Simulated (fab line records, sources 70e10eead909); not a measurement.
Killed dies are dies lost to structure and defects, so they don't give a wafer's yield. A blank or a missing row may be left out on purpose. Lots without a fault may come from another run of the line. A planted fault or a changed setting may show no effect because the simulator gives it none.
Chamber matching | flow nand_harc | NHARC_P_CONTACT_STRIP_28 on rie_diel-13: 4 sister chambers
The step strips in O2. 33 wafers are shown with their chamber, then 12 later ones without.

WAFERS WITH THEIR CHAMBER
wafer  | chamber | showerhead_plenum_p_Torr (Torr) | drypump_motor_current_A (A) | rf_vpp_V (V)
L074.2 | 2       | 3.33                            | 6.5                         | 58.5
L074.3 | 3       | 3.46                            | 5.9                         | 56.2
L074.5 | 0       | 3.30                            | 6.0                         | 56.8
L076.2 | 2       | 3.33                            | 6.5                         | 57.3
L076.3 | 0       | 3.30                            | 6.0                         | 55.8
L076.4 | 1       | 3.77                            | 6.2                         | 58.1
L079.1 | 0       | 3.30                            | 6.0                         | 56.4
L079.2 | 1       | 3.77                            | 6.3                         | 58.0
L079.3 | 2       | 3.33                            | 6.5                         | 57.6
L079.4 | 3       | 3.46                            | 5.9                         | 56.1
L079.5 | 1       | 3.77                            | 6.3                         | 58.8
L079.6 | 2       | 3.33                            | 6.5                         | 57.2
L080.2 | 3       | 3.46                            | 5.9                         | 57.9
L080.4 | 1       | 3.77                            | 6.2                         | 59.7
L080.5 | 3       | 3.46                            | 5.9                         | 60.0
L081.1 | 2       | 3.33                            | 6.5                         | 57.5
L081.3 | 3       | 3.46                            | 5.8                         | 57.7
L081.4 | 0       | 3.29                            | 6.0                         | 57.1
L081.2 | 1       | 3.77                            | 6.2                         | 57.8
L081.5 | 0       | 3.29                            | 6.0                         | 56.8
L081.6 | 3       | 3.46                            | 5.9                         | 57.6
L082.1 | 0       | 3.29                            | 6.0                         | 56.8
L082.4 | 1       | 3.77                            | 6.3                         | 60.2
L082.5 | 1       | 3.77                            | 6.3                         | 58.1
L083.1 | 2       | 3.33                            | 6.5                         | 57.1
L083.3 | 1       | 3.77                            | 6.2                         | 57.1
L083.5 | 3       | 3.46                            | 5.9                         | 56.5
L084.2 | 0       | 3.29                            | 6.0                         | 56.9
L084.3 | 2       | 3.33                            | 6.5                         | 57.1
L084.4 | 1       | 3.77                            | 6.2                         | 58.5
L084.1 | 3       | 3.46                            | 5.9                         | 58.3
L084.5 | 1       | 3.77                            | 6.2                         | 58.4
L084.6 | 0       | 3.29                            | 6.0                         | 57.3

SIGNATURES (means of the wafers above)
reading                  | chamber 0 | chamber 1 | chamber 2 | chamber 3 | scatter within a chamber
showerhead_plenum_p_Torr | 3.2938    | 3.7700    | 3.3300    | 3.4600    | 0.00254
drypump_motor_current_A  | 6.000     | 6.240     | 6.500     | 5.888     | 0.0336
rf_vpp_V                 | 56.737    | 58.470    | 57.471    | 57.538    | 0.873
Rule: a wafer's distance from a chamber is the root of the sum, over the readings, of the square of ((its reading less the chamber's mean) divided by the reading's scatter). The wafer belongs to the nearest chamber; if the next one is less than 2 further off, it can't be placed. The scatter: the root of (the sum of the squares of (reading less its chamber's mean) over the shown wafers, divided by (wafers less chambers)).

WAFERS WITHOUT THEIR CHAMBER
wafer  | showerhead_plenum_p_Torr (Torr) | drypump_motor_current_A (A) | rf_vpp_V (V)
L087.1 | 3.29                            | 6.0                         | 56.6
L087.3 | 3.46                            | 5.9                         | 58.2
L087.5 | 3.33                            | 6.5                         | 57.7
L086.2 | 3.77                            | 6.3                         | 56.5
L086.3 | 3.33                            | 6.5                         | 56.7
L086.4 | 3.46                            | 5.9                         | 57.1
L086.1 | 3.29                            | 6.0                         | 56.5
L086.5 | 3.33                            | 6.5                         | 56.6
L086.6 | 3.46                            | 5.9                         | 56.4
L090.1 | 3.29                            | 6.0                         | 57.7
L090.3 | 3.46                            | 5.9                         | 57.8
L090.5 | 3.33                            | 6.5                         | 56.7

WHICH CHAMBER EACH WENT THROUGH
wafer  | from the rows above | in truth
L087.1 | 0                   | 0
L087.3 | 3                   | 3
L087.5 | 2                   | 2
L086.2 | 1                   | 1
L086.3 | 2                   | 2
L086.4 | 3                   | 3
L086.1 | 0                   | 0
L086.5 | 2                   | 2
L086.6 | 3                   | 3
L090.1 | 0                   | 0
L090.3 | 3                   | 3
L090.5 | 2                   | 2
Placed correctly: 12 of 12. Can't be placed from these rows: 0. Placed wrongly: 0.
